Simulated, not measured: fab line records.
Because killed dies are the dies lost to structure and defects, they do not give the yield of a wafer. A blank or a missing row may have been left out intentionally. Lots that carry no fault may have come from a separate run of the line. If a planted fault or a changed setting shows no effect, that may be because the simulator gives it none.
Code-filled problem report in 8D (eight disciplines) form ; flow n5_finfet ; the parts of the form that need people (team, actions taken, sign-off) are left out
Where a reading is given only as a bound, like >300, the bound stands for it, and a mean or a difference that rests on one is marked > or <: the true number lies beyond.

== 1. THE ISSUE ==
raw_defect_count at N5_PASSIVATION_INSPECT_61 reads a mean of >300 on 6 wafers of 2 lots; wafers without a fault read 1.9 with a standard deviation of 1.4. So: +99 or more standard deviations from the usual mean.
The step: inspects for defects (macro).
First observed at day 14 16:13: wafer L293.1, on defect_inspect-02. The record has a number at this step for 32 wafers belonging to 11 lots. By rule, "out" or "out of limits" means more than 4 standard deviations away from the usual mean. All remaining wafers that have a number are taken as sound.

== 2. WHAT THIS IS AND IS NOT ==
question;is;is not
which readings at this step;raw_defect_count;-
which lots;L293, L297;L285, L286, L287, L292, L299, L304, L305, L306, L308
which wafers of those lots;all that have a number;-
read on which gauges;defect_inspect-01, defect_inspect-02;-
when;from day 14 16:13;"up to then (11 sound wafers); but 15 sound wafers of L299, L304, L305, L306, L308 came after"

== 3. SUSPECTS, AND WHAT RULES EACH OUT ==
Counting: a tool stays on the suspect list if, at a process step up to the reading, it processed all lots that are out and no sound lot following the first of them.
- the gauge at N5_PASSIVATION_INSPECT_61 has been ruled out. 2 gauges (defect_inspect-01, defect_inspect-02) read the wafers that are out.
- pecvd-04 at N5_PASSIVATION_PECVD_55 (deposits SiO2 from SiH4/N2O, target thk 400 nm, time 22.5 s): ruled out as a lasting fault. The sound lots L306, L305, L308 went through it after L293, its earliest lot that is out (day 14 13:25).
Left after counting: nothing in the record.

== 4. THE CAUSE (what the simulator had put in) ==
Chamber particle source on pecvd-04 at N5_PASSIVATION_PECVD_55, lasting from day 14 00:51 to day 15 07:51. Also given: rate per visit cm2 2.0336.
It was ruled out by counting, in error; the rule expects a fault to strike all lots run on its tool from its start on, and this fault did not.

== 5. THE CHAIN OF EFFECTS, in route order ==
Each row: a reading where the mean over the struck wafers with a number is more than 3 standard deviations away from the usual. Only readings for which the record gives a usual standard deviation are gone through. hours: the time from each lot's start at the first step in this table that gives one to its start at this step, as a median over the lots. sigmas: the change in usual standard deviations.
hours;step;reading;usual;on struck wafers;change;sigmas
0;N5_PASSIVATION_INSPECT_61;raw_defect_count;1.9;>300;>+298;+99 or more
7;N5_PASSIVATION_PROBE_49;defect_limited_yield;91.0 %;80.3;-10.7;-8.2
7;N5_PASSIVATION_PROBE_49;killed_at_other;3.2;149.7;+146.5;+49
7;N5_PASSIVATION_PROBE_49;killed_dies;107;232;+125;+8.3
7;N5_PASSIVATION_PROBE_49;sort_bin_5_function;5.3 %;11.4;+6.1;+6.7
7;N5_PASSIVATION_PROBE_49;sort_n_pass;1073;948;-125;-8.3
7;N5_PASSIVATION_PROBE_49;sort_yield_pct;91.0 %;80.3;-10.7;-8.2
It contains these process steps:
- N5_PASSIVATION_PROBE_49

== 6. WHAT WOULD HAVE CAUGHT IT SOONER ==
15 hours passed between the start of the fault at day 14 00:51 and the first reading out of limits at a measuring or inspecting step in this record, taken at day 14 16:13.
No tool reading at N5_PASSIVATION_PECVD_55 that has a usual standard deviation in the record was out on any struck wafer, so an alarm limit of 4 standard deviations on those readings would not have fired.
